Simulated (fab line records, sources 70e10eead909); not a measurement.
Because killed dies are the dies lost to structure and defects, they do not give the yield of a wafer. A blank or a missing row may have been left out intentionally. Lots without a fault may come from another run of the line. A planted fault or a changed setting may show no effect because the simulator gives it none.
A lot that was struck, set against a sound lot | flow nand_harc | 13 steps out of a route of 1302
Sound: wafers L631.4, L631.5, L631.6. The struck wafers were L622.1, L622.3, L622.5. At the end, the cause is stated.
For every step that has rows: the tool of each side, followed by ch and its chambers, followed by its first start. Under that, the readings that differ: sound wafers | struck wafers | difference of the means | sigmas: that difference in standard deviations of wafers without a fault.
alike: a reading whose means differ by less than 2 such deviations, as well as words and numbers matching on both sides. not compared: withheld readings; readings where some wafer has no value; bounds like >300 that might hide an equal value; numbers whose values overlap and for which the record gives no deviation.
A row with sigmas, a row that says differs or no value, or rows on one side alone: a step with any of these is where the two part. When numbers do not overlap yet have no deviation, they are printed without sigmas and do not part them. A reading missing from all wafers of one side parts the sides only when that side holds two or more wafers.

NHARC_A_ONON_D2_INSPECT_32:
  struck on defect_inspect-01, day 16 00:55; sound on defect_inspect-01, day 19 02:32
  alike: raw_defect_count
NHARC_A_CHANNEL_HOLE_D2_DEP_00: deposits aC, target thk 3100 nm.
  sound on acl_dep-02 ch 0, day 19 07:17; struck on acl_dep-03 ch 0, day 16 00:59
  reading              | sound                | struck | difference                    | sigmas
  susceptor_temp_C (C) | 399.82 399.90 399.69 | - - -  | no value on the struck wafers |
  alike: throttle_valve_pct
NHARC_A_CHANNEL_HOLE_D2_DEP_01: deposits SiON, target thk 140 nm.
  sound on pecvd-03 ch 0,1,2, day 19 08:20; struck on pecvd-03 ch 0,2, day 16 02:56
  alike: heater_power_w, susceptor_temp_C
then, 8 steps without rows for these wafers: NHARC_A_CHANNEL_HOLE_D2_DEHYDRATE_02 (time 120 s); NHARC_A_CHANNEL_HOLE_D2_HMDS_03 (time 30 s); NHARC_A_CHANNEL_HOLE_D2_COAT_36 (time 75 s); NHARC_A_CHANNEL_HOLE_D2_COAT_37 (time 65 s); NHARC_A_CHANNEL_HOLE_D2_COAT_04 (resist thk 90 nm); NHARC_A_CHANNEL_HOLE_D2_SOFTBAKE_05 (time 55 s); NHARC_A_CHANNEL_HOLE_D2_EBR_06; NHARC_A_CHANNEL_HOLE_D2_EXPOSE_07 (exposes mask HOLE D2, target cd 100 nm).
NHARC_A_CHANNEL_HOLE_D2_PEB_08: peb time 65 s.
  struck on litho_track-04, day 16 03:33; sound on litho_track-06 ch 0, day 19 08:47
  no value came back on the struck wafers for chill_plate_temp_C (C), exhaust_pa (Pa); on the sound wafers chill_plate_temp_C (C) reads 23.08 22.87 22.96
then, 1 step without rows for these wafers: NHARC_A_CHANNEL_HOLE_D2_DEVELOP_09 (develop time 35 s).

WHERE THEY PART
First at NHARC_A_CHANNEL_HOLE_D2_DEP_00; last, within this record, at NHARC_A_CHANNEL_HOLE_D2_PEB_08.

WHY: whatever the simulator had introduced
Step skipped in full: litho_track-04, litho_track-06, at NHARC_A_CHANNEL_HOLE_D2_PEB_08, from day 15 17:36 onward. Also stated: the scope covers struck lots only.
